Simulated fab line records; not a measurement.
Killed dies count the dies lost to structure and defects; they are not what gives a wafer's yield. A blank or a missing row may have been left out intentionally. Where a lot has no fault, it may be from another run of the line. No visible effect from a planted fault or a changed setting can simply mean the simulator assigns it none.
fab line records + flow nand-harc
[record]
- lots = 6
- wafers = 18
- last-day = 25
route steps=1159 shown P_GATE@136
lots untouched by any fault: they come from a run of this same line in which no faults occurred
start-h: hours from the record's first day to the start of the lot's first wafer shown + wait-h: how many hours have passed since the lot's step before this one + " same as the row above + L1.1+2: a row that stands for several wafers + - either no value or no given start + * or withheld: withheld + < > ~ a bound
route shown NAME@n: NAME is a module with steps in the file, n the number in the route of the first one + usual: mean and standard deviation over wafers with no fault + same: alike in all rows + chamber/n: place in a boat + sites: the reading at each site + _std_site: the standard deviation of these + _edge_site: mean of outer sites minus mean of inner sites + radius-mm: how far each site lies from the wafer's centre + mask NAME#n: copy n + behind: tool/chamber where the wafer was last shaped + hold: what put the lot on hold/how long, in hours/how the hold closed + device: which transistor (n, p or np) failed to switch + end of line: the same wafers' tests at the end of the route + for a step that has no rows: nothing shown but its recipe + killed: count of dies lost to structure and defects at first sort (not the wafer's yield) + map: a wafer's dies, x killed, . not, _ none there
set.NAME: setting as actually run; set.NAME@STEP: the setting as run at that earlier step + model.NAME: the simulator's own value behind a step, which no gauge read
a table for each step, a row for each wafer; lots at some steps of the route
services: when a tool's chamber went out of use (start-h, in hours from the record's first day, below 0 if earlier), for how many hours, and the reason
[[steps]]
[step NHARC_P_GATE_SOFTBAKE_21]
[recipe]
- temp-c = 105
- time-s = 55
[step NHARC_P_GATE_EBR_22]
[step NHARC_P_GATE_EXPOSE_23]
[recipe]
- na = 1.35
- target-cd-nm = 120
- dose-mj = 93.91
- mask-id = P_GATE
[step NHARC_P_GATE_PEB_24]
[recipe]
- peb-temp-c = 100
- peb-time-s = 65
[step NHARC_P_GATE_DEVELOP_25]
[recipe]
- develop-time-s = 35
- dev-temp-c = 23
[step NHARC_P_GATE_CD_MEAS_26]
[recipe]
- target-cd-nm = 120
- landing-energy-ev = 500
[usual]
- cd-nm = 120.1/0.63
| lot.wafer | tool      | chamber | start-h | wait-h | cd-nm |
|-----------|-----------|---------|---------|--------|-------|
| L230.1    | cd-sem-01 | 0       | 96.53   | -      | 119.6 |
| L230.4    | "         | 0       | "       | "      | 118.8 |
| L230.5    | "         | 0       | "       | "      | 118.7 |
| L236.3    | cd-sem-03 | 0       | 135.01  | -      | 119.3 |
| L236.4    | "         | 0       | "       | "      | 119.5 |
| L236.5    | "         | 0       | "       | "      | 119.8 |
| L238.2    | cd-sem-01 | 0       | 146.94  | -      | 120.1 |
| L238.5    | "         | 0       | "       | "      | 119.5 |
| L238.6    | "         | 0       | "       | "      | 120.2 |
| L242.2    | cd-sem-03 | 0       | 165.90  | -      | 119.4 |
| L242.4    | "         | 0       | "       | "      | 119.5 |
| L242.5    | "         | 0       | "       | "      | 120.5 |
| L249.2    | cd-sem-01 | 0       | 222.77  | -      | 119.5 |
| L249.4    | "         | 0       | "       | "      | 119.7 |
| L249.6    | "         | 0       | "       | "      | 120.3 |
| L250.1    | cd-sem-02 | 0       | 223.11  | -      | 120.6 |
| L250.3    | "         | 0       | "       | "      | 120.3 |
| L250.6    | "         | 0       | "       | "      | 119.7 |
[step NHARC_P_GATE_OVL_MEAS_27]
[usual]
- overlay-x-nm = 0.0/0.9
- overlay-y-nm = 0.0/0.69
| lot.wafer | tool       | chamber | start-h | wait-h | overlay-x-nm | overlay-y-nm |
|-----------|------------|---------|---------|--------|--------------|--------------|
| L230.1    | overlay-01 | -       | 96.62   | -      | 1.5          | 0.0          |
| L230.4    | "          | -       | "       | "      | 0.9          | -0.1         |
| L230.5    | "          | -       | "       | "      | 1.1          | -0.5         |
| L236.3    | overlay-01 | -       | 135.09  | -      | 0.8          | -0.9         |
| L236.4    | "          | -       | "       | "      | 1.3          | -1.4         |
| L236.5    | "          | -       | "       | "      | 0.9          | -0.9         |
| L238.2    | overlay-01 | -       | 147.03  | -      | 1.9          | 0.0          |
| L238.5    | "          | -       | "       | "      | 1.3          | 0.7          |
| L238.6    | "          | -       | "       | "      | 0.7          | 0.1          |
| L242.2    | overlay-01 | -       | 165.99  | -      | -1.5         | 0.7          |
| L242.4    | "          | -       | "       | "      | -2.0         | 0.3          |
| L242.5    | "          | -       | "       | "      | -1.7         | 0.4          |
| L249.2    | overlay-02 | -       | 222.86  | -      | 1.1          | 0.0          |
| L249.4    | "          | -       | "       | "      | 1.2          | -0.4         |
| L249.6    | "          | -       | "       | "      | 1.2          | -0.1         |
| L250.1    | overlay-02 | -       | 223.20  | -      | -1.5         | 0.7          |
| L250.3    | "          | -       | "       | "      | -2.2         | 1.1          |
| L250.6    | "          | -       | "       | "      | -2.0         | 1.3          |
[step NHARC_P_GATE_INSPECT_28]
[usual]
- raw-defect-count = 6.3/3
| lot.wafer | tool              | chamber | start-h | wait-h | raw-defect-count |
|-----------|-------------------|---------|---------|--------|------------------|
| L230.1    | defect-inspect-02 | -       | 96.65   | 0.0    | 13               |
| L230.4    | "                 | -       | "       | "      | 12               |
| L230.5    | "                 | -       | "       | "      | 10               |
| L236.3    | defect-inspect-02 | -       | 135.14  | 0.0    | 2                |
| L236.4    | "                 | -       | "       | "      | 7                |
| L236.5    | "                 | -       | "       | "      | 7                |
| L238.2    | defect-inspect-02 | -       | 147.07  | 0.0    | 10               |
| L238.5    | "                 | -       | "       | "      | 9                |
| L238.6    | "                 | -       | "       | "      | 3                |
| L242.2    | defect-inspect-01 | -       | 166.03  | 0.0    | 9                |
| L242.4    | "                 | -       | "       | "      | 7                |
| L242.5    | "                 | -       | "       | "      | 5                |
| L249.2    | defect-inspect-02 | -       | 222.89  | 0.0    | 5                |
| L249.4    | "                 | -       | "       | "      | 4                |
| L249.6    | "                 | -       | "       | "      | 3                |
| L250.1    | defect-inspect-02 | -       | 223.24  | 0.0    | 11               |
| L250.3    | "                 | -       | "       | "      | 4                |
| L250.6    | "                 | -       | "       | "      | 8                |
[step NHARC_P_GATE_DESCUM_31]
[recipe]
- time-s = 3
- o2-flow-sccm = 200
- ar-flow-sccm = 0
- bias-power-w = 0
- chemistry = O2
[usual]
- drypump-motor-current-A = 5.8/0.43
- oes-product-au = 1.001/0.012
- rf-vpp-V = 57.6/0.9
- showerhead-plenum-p-Torr = 1.90/0.09
- throttle-valve-pct = 11.311/0.0097
| lot.wafer | tool        | chamber | start-h | wait-h | drypump-motor-current-A | oes-product-au | rf-hours-counter-h | rf-vpp-V | showerhead-plenum-p-Torr | throttle-valve-pct |
|-----------|-------------|---------|---------|--------|-------------------------|----------------|--------------------|----------|--------------------------|--------------------|
| L230.4    | rie-diel-08 | 2       | 97.08   | 0.4    | 4.9                     | 1.005          | 26                 | 59.8     | 2.04                     | 11.299             |
| L230.1    | "           | 1       | "       | "      | 6.1                     | 0.978          | 27                 | 57.9     | 1.88                     | 11.314             |
| L230.5    | "           | 3       | "       | "      | 6.2                     | 0.993          | -                  | 57.0     | 1.84                     | 11.301             |
| L236.4    | rie-diel-08 | 0       | 135.23  | 0.1    | 6.3                     | 1.012          | 0                  | 57.3     | 1.86                     | 11.313             |
| L236.3    | "           | 3       | "       | "      | 6.2                     | 0.985          | 0                  | 57.9     | 1.84                     | 11.309             |
| L236.5    | "           | 0       | "       | "      | 6.3                     | 1.008          | -                  | 56.5     | 1.86                     | 11.300             |
| L238.2    | rie-diel-08 | 2       | 147.14  | 0.1    | 4.9                     | 0.994          | 1                  | 58.6     | 2.04                     | 11.324             |
| L238.6    | "           | 0       | "       | "      | 6.3                     | 1.013          | -                  | 57.0     | 1.86                     | 11.316             |
| L238.5    | "           | 1       | "       | "      | 6.1                     | 0.983          | -                  | 58.6     | 1.88                     | 11.320             |
| L242.4    | rie-diel-06 | 1       | 166.14  | 0.1    | 6.2                     | 1.020          | 29                 | 57.7     | 1.81                     | 11.304             |
| L242.2    | "           | 2       | "       | "      | 5.7                     | 1.001          | 31                 | 57.3     | 1.82                     | 11.311             |
| L242.5    | "           | 1       | "       | "      | 6.2                     | 1.006          | -                  | 57.5     | 1.81                     | 11.310             |
| L249.2    | rie-diel-08 | 3       | 222.97  | 0.1    | 6.2                     | 0.993          | 17                 | 57.9     | 1.83                     | 11.307             |
| L249.6    | "           | 3       | "       | "      | 6.2                     | 1.006          | -                  | 56.6     | 1.83                     | 11.320             |
| L249.4    | "           | 1       | "       | "      | 6.1                     | 0.974          | -                  | 56.9     | 1.88                     | 11.300             |
| L250.1    | rie-diel-08 | 1       | 223.30  | 0.1    | 6.1                     | 0.977          | 19                 | 57.2     | 1.88                     | 11.301             |
| L250.3    | "           | 3       | "       | "      | 6.2                     | 1.000          | 17                 | 56.7     | 1.83                     | 11.301             |
| L250.6    | "           | 2       | "       | "      | 4.9                     | 1.005          | -                  | 58.4     | 2.04                     | 11.308             |
[step NHARC_P_GATE_ETCH_104]
[recipe]
- target-depth-a = 600
- time-s = withheld
- cf4-flow-sccm = 100
- chf3-flow-sccm = 30
- ar-flow-sccm = 0
- rf-w = 500
- bias-w = 200
- chemistry = CF4/CHF3
[usual]
- bias-w = 199.9/0.59
- drypump-motor-current-A = 5.8/0.43
- oes-product-au = 0.947/0.019
- rf-vpp-V = 370.4/2.5
- showerhead-plenum-p-Torr = 1.57/0.07
- throttle-valve-pct = 16.802/0.0096
| lot.wafer | tool        | chamber | start-h | wait-h | bias-w | drypump-motor-current-A | oes-product-au | rf-vpp-V | showerhead-plenum-p-Torr | throttle-valve-pct |
|-----------|-------------|---------|---------|--------|--------|-------------------------|----------------|----------|--------------------------|--------------------|
| L230.1    | rie-diel-08 | 3       | 97.18   | 0.1    | 200.4  | 6.2                     | 0.943          | 369.7    | 1.51                     | 16.796             |
| L230.4    | "           | 1       | "       | "      | 200.6  | 6.1                     | 0.930          | 369.4    | 1.55                     | 16.810             |
| L230.5    | "           | 0       | "       | "      | 199.9  | 6.3                     | 0.968          | 368.6    | 1.53                     | 16.812             |
| L236.4    | rie-diel-08 | 0       | 135.38  | 0.1    | 199.3  | 6.3                     | 0.958          | 368.9    | 1.53                     | 16.800             |
| L236.3    | "           | 2       | "       | "      | 200.8  | 4.9                     | 0.932          | 373.3    | 1.67                     | 16.796             |
| L236.5    | "           | 3       | "       | "      | 199.7  | 6.2                     | 0.942          | 368.5    | 1.51                     | 16.795             |
| L238.2    | rie-diel-08 | 3       | 147.21  | 0.1    | 201.2  | 6.2                     | 0.966          | 369.3    | 1.51                     | 16.796             |
| L238.6    | "           | 3       | "       | "      | 200.3  | 6.2                     | 0.972          | 368.7    | 1.51                     | 16.819             |
| L238.5    | "           | 0       | "       | "      | 200.3  | 6.3                     | 0.978          | 369.0    | 1.53                     | 16.810             |
| L242.4    | rie-diel-06 | 3       | 166.28  | 0.1    | 200.6  | 5.7                     | 0.976          | 372.8    | 1.64                     | 16.793             |
| L242.2    | "           | 0       | "       | "      | 199.0  | 5.6                     | 0.945          | 369.0    | 1.48                     | 16.799             |
| L242.5    | "           | 2       | "       | "      | 199.8  | 5.7                     | 0.942          | 367.9    | 1.50                     | 16.798             |
| L249.2    | rie-diel-08 | 2       | 223.06  | 0.1    | 198.6  | 4.9                     | 0.947          | 373.7    | 1.67                     | 16.802             |
| L249.6    | "           | 3       | "       | "      | 199.6  | 6.2                     | 0.967          | 367.5    | 1.51                     | 16.808             |
| L249.4    | "           | 1       | "       | "      | 200.1  | 6.1                     | 0.941          | 369.0    | 1.54                     | 16.793             |
| L250.1    | rie-diel-08 | 1       | 223.40  | 0.1    | 199.1  | 6.2                     | 0.906          | 370.2    | 1.54                     | 16.799             |
| L250.3    | "           | 2       | "       | "      | 199.7  | 4.9                     | 0.916          | 372.7    | 1.67                     | 16.787             |
| L250.6    | "           | 3       | "       | "      | 200.2  | 6.2                     | 0.920          | 370.3    | 1.51                     | 16.798             |
[step NHARC_P_GATE_HM_OPEN_105]
[recipe]
- target-depth-a = 3600
- o2-flow-sccm = 400
- cos-flow-sccm = 20
- ar-flow-sccm = 0
- rf-w = 500
- bias-w = 300
- chemistry = O2/COS
[usual]
- bias-w = 300.2/0.82
- cos-flow-sccm = 20.00/0.055
- drypump-motor-current-A = 5.8/0.42
- oes-product-au = 1.000/0.013
- rf-vpp-V = 466.8/2.9
- showerhead-plenum-p-Torr = 3.11/0.14
- throttle-valve-pct = 28.329/0.0089
| lot.wafer | tool        | chamber | start-h | wait-h | bias-w | cos-flow-sccm | drypump-motor-current-A | oes-product-au | rf-hours-counter-h | rf-vpp-V | showerhead-plenum-p-Torr | throttle-valve-pct |
|-----------|-------------|---------|---------|--------|--------|---------------|-------------------------|----------------|--------------------|----------|--------------------------|--------------------|
| L230.1    | rie-diel-08 | 0       | -       | -      | 299.0  | 20.04         | 6.3                     | 1.023          | 27                 | 463.6    | 3.04                     | 28.331             |
| L230.4    | "           | 3       | "       | "      | 299.9  | 19.94         | 6.2                     | 0.997          | 26                 | 463.8    | 3.00                     | 28.324             |
| L230.5    | "           | 0       | "       | "      | 300.9  | 20.04         | 6.3                     | 1.019          | -                  | 467.0    | 3.04                     | 28.320             |
| L236.3    | rie-diel-08 | 0       | -       | -      | 300.2  | 19.95         | 6.3                     | 1.011          | 0                  | 465.3    | 3.04                     | 28.331             |
| L236.4    | "           | 3       | "       | "      | 300.0  | 19.98         | 6.2                     | 0.996          | 0                  | 464.2    | 3.00                     | 28.334             |
| L236.5    | "           | 1       | "       | "      | 298.6  | 19.94         | 6.1                     | 0.987          | -                  | 466.6    | 3.07                     | 28.333             |
| L238.2    | rie-diel-08 | 1       | -       | -      | 300.0  | 20.02         | 6.1                     | 0.973          | 2                  | 465.2    | 3.07                     | 28.324             |
| L238.6    | "           | 0       | "       | "      | 299.6  | 20.06         | 6.3                     | 1.001          | -                  | 466.6    | 3.04                     | 28.333             |
| L238.5    | "           | 1       | "       | "      | 299.7  | 19.94         | 6.1                     | 0.984          | -                  | 466.6    | 3.07                     | 28.331             |
| L242.4    | rie-diel-06 | 3       | -       | -      | 300.0  | 20.07         | 5.8                     | 1.012          | 33                 | 469.8    | 3.25                     | 28.333             |
| L242.2    | "           | 1       | "       | "      | 301.1  | 19.90         | 6.2                     | 1.011          | 29                 | 465.5    | 2.97                     | 28.350             |
| L242.5    | "           | 3       | "       | "      | 299.5  | 20.01         | 5.7                     | 1.008          | -                  | 469.2    | 3.25                     | 28.328             |
| L249.2    | rie-diel-08 | 1       | -       | -      | 299.9  | 20.05         | 6.1                     | 0.974          | 19                 | 465.8    | 3.06                     | 28.316             |
| L249.6    | "           | 3       | "       | "      | 300.9  | 19.97         | 6.2                     | 0.983          | -                  | 463.8    | 2.99                     | 28.340             |
| L249.4    | "           | 1       | "       | "      | 300.9  | 19.96         | 6.1                     | 0.972          | -                  | 467.1    | 3.06                     | 28.333             |
| L250.3    | rie-diel-08 | 1       | -       | -      | 300.3  | 20.09         | 6.1                     | 0.977          | 19                 | 467.2    | 3.06                     | 28.337             |
| L250.1    | "           | 2       | "       | "      | 300.0  | 20.13         | 4.9                     | 0.995          | 19                 | 471.2    | 3.31                     | 28.320             |
| L250.6    | "           | 3       | "       | "      | 300.9  | 19.99         | 6.2                     | 1.002          | -                  | 463.1    | 2.99                     | 28.305             |
[step NHARC_P_GATE_STRIP_106]
[recipe]
- o2-flow-sccm = 400
- cos-flow-sccm = 20
- ar-flow-sccm = 0
- bias-w = 0
- chemistry = O2/COS
[step NHARC_P_GATE_ETCH_114]
[recipe]
- target-depth-a = 300
- overetch-a = 30
- time-s = 16.5
- ion-energy-ev = 100
- cf4-flow-sccm = 80
- o2-flow-sccm = 20
- ar-flow-sccm = 0
- rf-w = 300
- bias-w = 100
- chemistry = CF4/O2
[usual]
- bias-w = 100.0/0.3
- drypump-motor-current-A = 5.8/0.43
- oes-product-au = 1.001/0.012
- rf-vpp-V = 197.7/1.5
- run-length-s = 37.6/0.46
- showerhead-plenum-p-Torr = 1.33/0.059
- throttle-valve-pct = 13.397/0.0084
| lot.wafer | tool        | chamber | start-h | wait-h | bias-w | drypump-motor-current-A | oes-product-au | rf-hours-counter-h | rf-vpp-V | run-length-s | showerhead-plenum-p-Torr | throttle-valve-pct |
|-----------|-------------|---------|---------|--------|--------|-------------------------|----------------|--------------------|----------|--------------|--------------------------|--------------------|
| L230.1    | rie-diel-08 | 1       | 97      | -      | 99.5   | 6.1                     | 0.985          | 27                 | 197.8    | 37.6         | 1.31                     | 13.390             |
| L230.4    | "           | 3       | "       | "      | 99.9   | 6.2                     | 0.997          | 27                 | 197.1    | 37.9         | 1.28                     | 13.384             |
| L230.5    | "           | 0       | "       | "      | 100.0  | 6.3                     | 1.018          | -                  | 196.4    | 37.0         | 1.30                     | 13.408             |
| L236.4    | rie-diel-08 | 0       | 135     | -      | -      | 6.3                     | 1.009          | 0                  | 198.2    | 35.3         | 1.30                     | 13.386             |
| L236.3    | "           | 3       | "       | "      | 99.6   | 6.2                     | 0.999          | 0                  | 197.5    | 37.9         | 1.28                     | 13.410             |
| L236.5    | "           | 1       | "       | "      | 100.4  | 6.1                     | 0.995          | -                  | 197.6    | 37.9         | 1.31                     | 13.391             |
| L238.2    | rie-diel-08 | 1       | 147     | -      | 100.5  | 6.1                     | 0.985          | 2                  | 198.3    | 37.6         | 1.31                     | 13.383             |
| L238.6    | "           | 0       | "       | "      | -      | 6.3                     | 1.012          | -                  | 196.5    | 35.3         | 1.30                     | 13.398             |
| L238.5    | "           | 1       | "       | "      | 100.2  | 6.1                     | 0.984          | -                  | 197.8    | 37.7         | 1.31                     | 13.403             |
| L242.4    | rie-diel-06 | 2       | 166     | -      | 100.0  | 5.7                     | 0.991          | 32                 | 196.0    | 37.2         | 1.27                     | 13.383             |
| L242.2    | "           | 3       | "       | "      | 99.6   | 5.7                     | 1.003          | 34                 | 199.3    | 37.9         | 1.39                     | 13.385             |
| L242.5    | "           | 0       | "       | "      | 99.8   | 5.6                     | 1.003          | -                  | 195.7    | 36.8         | 1.25                     | 13.405             |
| L249.2    | rie-diel-08 | 1       | 223     | -      | 100.0  | 6.1                     | 0.981          | 19                 | 197.1    | 37.5         | 1.31                     | 13.410             |
| L249.6    | "           | 3       | "       | "      | 99.9   | 6.2                     | 1.002          | -                  | 196.6    | 38.0         | 1.28                     | 13.390             |
| L249.4    | "           | 2       | "       | "      | 100.2  | 4.9                     | 0.992          | -                  | 199.9    | 37.9         | 1.42                     | 13.389             |
| L250.3    | rie-diel-08 | 2       | 223     | -      | 99.7   | 4.9                     | 0.994          | 19                 | 199.5    | 38.0         | 1.42                     | 13.396             |
| L250.1    | "           | 3       | "       | "      | 100.1  | 6.2                     | 1.006          | 18                 | 195.8    | 37.8         | 1.28                     | 13.394             |
| L250.6    | "           | 3       | "       | "      | 100.0  | 6.2                     | 1.006          | -                  | 197.2    | 37.6         | 1.28                     | 13.398             |
[step NHARC_P_GATE_ETCH_32]
[recipe]
- target-depth-a = 1500
- over-etch-frac = 1
- over-etch-ion-energy-ev = 40
- time-s = 100.1
- hbr-flow-sccm = 150
- cl2-flow-sccm = 50
- rf-w = 400
- icp-w = 400
- bias-w = 100
- chemistry = HBr/Cl2
[usual]
- bias-w = 100.04/0.29
- drypump-motor-current-A = 5.9/0.55
- he-backside-leak-sccm = 2.58/0.2
- oes-product-au = 1.004/0.009
- throttle-valve-pct = 26.406/0.0094
| lot.wafer | tool      | chamber | start-h | wait-h | bias-w | drypump-motor-current-A | he-backside-leak-sccm | oes-product-au | rf-hours-counter-h | throttle-valve-pct |
|-----------|-----------|---------|---------|--------|--------|-------------------------|-----------------------|----------------|--------------------|--------------------|
| L230.4    | rie-si-05 | 2       | 97.86   | -      | 99.96  | 5.0                     | 2.39                  | 1.007          | 0.2                | 26.416             |
| L230.1    | "         | 3       | "       | "      | 99.88  | 5.0                     | 2.97                  | 1.006          | 0.2                | 26.415             |
| L230.5    | "         | 3       | "       | "      | 99.98  | 5.0                     | 2.92                  | 1.011          | -                  | 26.399             |
| L236.4    | rie-si-03 | 3       | 135.85  | -      | 99.62  | 5.3                     | 2.65                  | 1.006          | 1.4                | 26.405             |
| L236.3    | "         | 2       | "       | "      | 100.18 | 6.7                     | 2.39                  | 1.018          | 1.5                | 26.402             |
| L236.5    | "         | 3       | "       | "      | 100.57 | 5.3                     | 2.70                  | 1.005          | -                  | 26.422             |
| L238.2    | rie-si-05 | 1       | 147.60  | -      | 100.17 | 5.8                     | 2.56                  | 1.002          | 0.6                | 26.390             |
| L238.6    | "         | 0       | "       | "      | 100.20 | 5.4                     | 2.95                  | 1.006          | -                  | 26.414             |
| L238.5    | "         | 1       | "       | "      | 99.63  | 5.8                     | 2.50                  | 0.999          | -                  | 26.409             |
| L242.4    | rie-si-06 | 2       | 166.85  | -      | 99.80  | 5.7                     | 2.56                  | 1.015          | 1.6                | 26.412             |
| L242.2    | "         | 0       | "       | "      | 100.31 | 6.7                     | 2.66                  | 0.997          | 1.2                | 26.404             |
| L242.5    | "         | 2       | "       | "      | 99.85  | 5.7                     | 2.57                  | 1.005          | -                  | 26.412             |
| L249.2    | rie-si-06 | 2       | 223.54  | -      | 99.99  | 5.7                     | 2.66                  | 1.001          | 0.3                | 26.406             |
| L249.4    | "         | 3       | "       | "      | 100.13 | 5.8                     | 2.75                  | 0.993          | 0.3                | 26.406             |
| L249.6    | "         | 1       | "       | "      | 99.63  | 6.3                     | 2.35                  | 1.004          | -                  | 26.412             |
| L250.3    | rie-si-06 | 1       | 223.97  | -      | 100.20 | 6.3                     | 2.53                  | 1.005          | 0.3                | 26.394             |
| L250.1    | "         | 3       | "       | "      | 100.20 | 5.8                     | 2.68                  | 0.996          | 0.4                | 26.413             |
| L250.6    | "         | 1       | "       | "      | 100.30 | 6.3                     | 2.34                  | 1.017          | -                  | 26.418             |
[[services]]
| tool        | chamber | start-h | hours | kind       |
|-------------|---------|---------|-------|------------|
| rie-diel-08 | 0       | 79.43   | -     | clean      |
| rie-diel-08 | 1       | 79.43   | -     | clean      |
| rie-diel-08 | 2       | 79.43   | -     | clean      |
| rie-diel-08 | 3       | 79.43   | -     | clean      |
| rie-si-06   | 0       | 91.26   | 4.9   | repair     |
| rie-diel-08 | 0       | 103.98  | -     | clean      |
| rie-diel-08 | 1       | 103.98  | -     | clean      |
| rie-diel-08 | 2       | 103.98  | -     | clean      |
| rie-diel-08 | 3       | 103.98  | -     | clean      |
| rie-diel-06 | 1       | 120.98  | 3.8   | repair     |
| rie-diel-08 | -       | 124.86  | 9.0   | pm         |
| rie-diel-08 | 0       | 124.86  | 9.0   | vent-cycle |
| rie-diel-08 | 1       | 124.86  | 9.0   | vent-cycle |
| rie-diel-08 | 2       | 124.86  | 9.0   | vent-cycle |
| rie-diel-08 | 3       | 124.86  | 9.0   | vent-cycle |
| rie-diel-08 | 0       | 133.86  | -     | clean      |
| rie-si-03   | -       | 155.00  | 9.0   | pm         |
| rie-si-06   | 2       | 158.10  | 5.8   | repair     |
| rie-si-03   | 2       | 178.16  | 3.2   | repair     |
| rie-si-06   | -       | 183.00  | 9.0   | pm         |
| rie-diel-06 | 1       | 202.75  | 4.9   | repair     |
| rie-diel-06 | 1       | 215.78  | 28.6  | repair     |
| rie-diel-08 | 0       | 222.34  | 17.2  | repair     |
| rie-si-03   | -       | 222.94  | 1.6   | repair     |
[[key]]
[first-sign]
- step = NHARC_P_GATE_ETCH_114
- reading = run-length-s
- direction = down
- sigmas = 4.9
- usual = *
- struck = *
effect none on later readings
met-at NHARC_P_GATE_ETCH_114
struck-wafers L236.4,L238.6
later-rows-left-out L236.4,L238.6
sort-left-out L236.4,L238.6
tester-left-out L236,L238
[fault]
- kind = process-parameter-drift
- tool = rie-diel-08
- chamber = 0
- onset-h = 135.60
- steps = NHARC_P_GATE_ETCH_114
- channel = time-s
- offset = *
- shape = step
- end-h = 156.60
- acts-in = *
- stated = *
// tester-left-out: of these lots the tester's yield and bins aren't shown, on N5 and GAA mostly nor the transistor test; their killed dies are dies lost to structure and defects alone, not to doping, threshold or leakage, so they don't give the yield
// sort-left-out: the simulated sort isn't trusted on such a fault, so these wafers' sort isn't shown, and their yield isn't known
// later-rows-left-out: the simulator's readings of these wafers behind a module that went badly wrong aren't trusted and aren't shown, but for the sort
